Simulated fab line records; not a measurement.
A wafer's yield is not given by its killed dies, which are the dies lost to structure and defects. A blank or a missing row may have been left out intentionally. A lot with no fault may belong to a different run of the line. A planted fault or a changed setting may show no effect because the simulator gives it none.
A lot that was struck, set against a sound lot + flow n5-finfet + 36 steps out of a route of 1938
Sound: these wafers, L480.1, L480.4, L480.6. Struck: wafer L489.5. (L489.4 of the same lot was not struck and is left out.) The cause comes at the end.
Per side, at each step with rows, come the tool, then ch with its chambers, and then its first start. Under that, the readings that differ: sound wafers + struck wafers + difference of the means + sigmas: that difference in standard deviations of wafers without a fault.
alike: readings with means less than 2 such deviations apart, plus words and numbers identical on both sides. not compared: withheld readings, readings lacking a value on some wafer, bounds such as >300 that could conceal the same value, and numbers that have no deviation in the record and whose values overlap.
Wherever a step has rows on one side only, a row that says differs or no value, or a row with sigmas, the two part there. Numbers that have no deviation but don't overlap get no sigmas and don't part them. A reading that every wafer of one side lacks parts them only if that side has two wafers or more.

first, 9 steps without rows for these wafers: N5_MOL_CONTACT_COAG_PRECLEAN_127 (cleans in DIW, time 57.5 s); N5_MOL_CONTACT_COAG_SRD_128 (dry time 32 s); N5_MOL_CONTACT_COAG_CMP_52 (polishes, stops on SiO2, t overpolish 1.5 s, target thk 66.5 nm); N5_MOL_CONTACT_COAG_ANNEAL_112 (time 1800 s); N5_BEOL_M0_SAQP_PECVD_00 (deposits SiCN from 3MS/NH3, target thk 8 nm, time 14 s); N5_BEOL_M0_SAQP_ILD_DEP_01 (deposits SiOC from DEMS/O2, target thk 45.419 nm, time 8.7 s); N5_BEOL_M0_SAQP_HM_DEP_02 (deposits TiN, target thk 12 nm); N5_BEOL_M0_SAQP_PECVD_03 (deposits SiCN from 3MS/NH3, target thk 12 nm, time 21.1 s); N5_BEOL_M0_SAQP_PECVD_96 (deposits a-Si from SiH4/He, target thk 45 nm, time 45.2 s).
N5_BEOL_M0_SAQP_PECVD_97: deposits SiNx from SiH4/NH3/N2, target thk 23 nm, time 19.9 s.
  sound on pecvd-01 ch 1,2, day 9 06:28; struck on pecvd-04 ch 2, day 11 16:55
| reading                                         | sound          | struck | difference | sigmas |
|-------------------------------------------------|----------------|--------|------------|--------|
| throttle-valve-pct (%)                          | 42.1 42.0 44.8 | 37.3   | -5.7       | -3     |
| model.SiNx_of_BEOL_M0_SAQP_PECVD_97.thk-nm (nm) | 22.6 23.2 23   | 21.6   | -1.3       |        |
  alike: heater-power-w, showerhead-plenum-p-Torr
  not compared: susceptor-temp-C
then, 24 steps without rows for these wafers: N5_BEOL_M0_SAQP_PECVD_04 (deposits a-Si from SiH4/He, target thk 60 nm, time 60.2 s); N5_BEOL_M0_SAQP_HM_DEP_111 (deposits SiO2 from SiH4/N2O, target thk 12 nm, time 7.2 s); N5_BEOL_M0_SAQP_COAT_81 (time 60 s, resist thk 100 nm); N5_BEOL_M0_SAQP_COAT_82 (time 60 s, resist thk 30 nm); N5_BEOL_M0_SAQP_COAT_08 (resist thk 90 nm); N5_BEOL_M0_SAQP_EBR_10; N5_BEOL_M0_SAQP_SOFTBAKE_09 (time 60 s); N5_BEOL_M0_SAQP_EXPOSE_11 (exposes mask M0 CORE, target cd 42 nm); N5_BEOL_M0_SAQP_PEB_12 (peb time 60 s); N5_BEOL_M0_SAQP_DEVELOP_13 (develop time 30 s); N5_BEOL_M0_SAQP_DESCUM_19 (chemistry O2, time 7.9 s); N5_BEOL_M0_SAQP_ETCH_83 (etches SiARC in CF4, target depth 39 nm, time 65 s); N5_BEOL_M0_SAQP_ETCH_84 (etches SOC in N2/H2, target depth 100 nm, overetch 20 nm, time 150 s); N5_BEOL_M0_SAQP_STRIP_80 (strips in N2/H2); N5_BEOL_M0_SAQP_HM_OPEN_112 (chemistry CHF3/O2, target SiO2, stops on a-Si, target depth 12 nm, time 13.5 s); N5_BEOL_M0_SAQP_STRIP_113 (strips in CHF3/O2); N5_BEOL_M0_SAQP_MANDREL_ETCH_20 (etches a-Si in HBr/Cl2, stops on SiNx, target depth 60 nm, bt time 10 s, time 30 s); N5_BEOL_M0_SAQP_STRIP_86 (strips in N2/H2); N5_BEOL_M0_SAQP_STRIP_115 (strips in post etch residue remover, time 60 s); N5_BEOL_M0_SAQP_SRD_93 (time 30 s); N5_BEOL_M0_SAQP_RECESS_114 (chemistry HF/NH3, target SiO2, target depth 14.4 nm, afs cycles 3, sublimation time 60 s); N5_BEOL_M0_SAQP_SPACER1_ALD_98 (deposits SiO2, target thk 12.8 nm, pulse time 1 s, purge time 2 s); N5_BEOL_M0_SAQP_SPACER1_ETCHBACK_99 (etches SiO2 in CHF3/O2, target depth 15.4 nm, time 7.7 s); N5_BEOL_M0_SAQP_MANDREL1_REMOVE_100 (chemistry HBr/Cl2/O2, target a-Si, stops on SiNx, bt time 10 s).
N5_BEOL_M0_SAQP_ETCH_106: etches SOC in N2/H2, stops on SiNx, target depth 150 nm.
  sound on rie-diel-04 ch 0,1,2, day 9 10:08; struck on rie-diel-04 ch 3, day 11 19:46
| reading                                         | sound          | struck | difference | sigmas |
|-------------------------------------------------|----------------|--------|------------|--------|
| model.SiNx_of_BEOL_M0_SAQP_PECVD_97.thk-nm (nm) | 14.8 15.6 15.4 | 14     | -1         |        |
  alike: drypump-motor-current-A, h2-flow-sccm, oes-product-au, rf-vpp-V, showerhead-plenum-p-Torr, throttle-valve-pct
  not compared: rf-hours-counter-h
N5_BEOL_M4_RC_MEAS_101:
  sound on prober-02 ch 0, day 11 21:25; struck on prober-01 ch 0, day 13 18:04
| reading       | sound       | struck | difference | sigmas |
|---------------|-------------|--------|------------|--------|
| ION_P (uA/um) | 467 461 469 | 451    | -15        | -2     |
  alike: DIBL_N, DIBL_P, IOFF_N, IOFF_P, ION_N, SS_N, SS_P, VT_N, VT_P

== WHERE THEY PART ==
At N5_BEOL_M0_SAQP_PECVD_97 first; at N5_BEOL_M4_RC_MEAS_101 last (within this record only).

WHY: whatever the simulator had introduced
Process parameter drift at N5_BEOL_M0_SAQP_PECVD_97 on pecvd-04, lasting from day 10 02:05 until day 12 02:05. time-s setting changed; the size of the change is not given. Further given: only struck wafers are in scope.
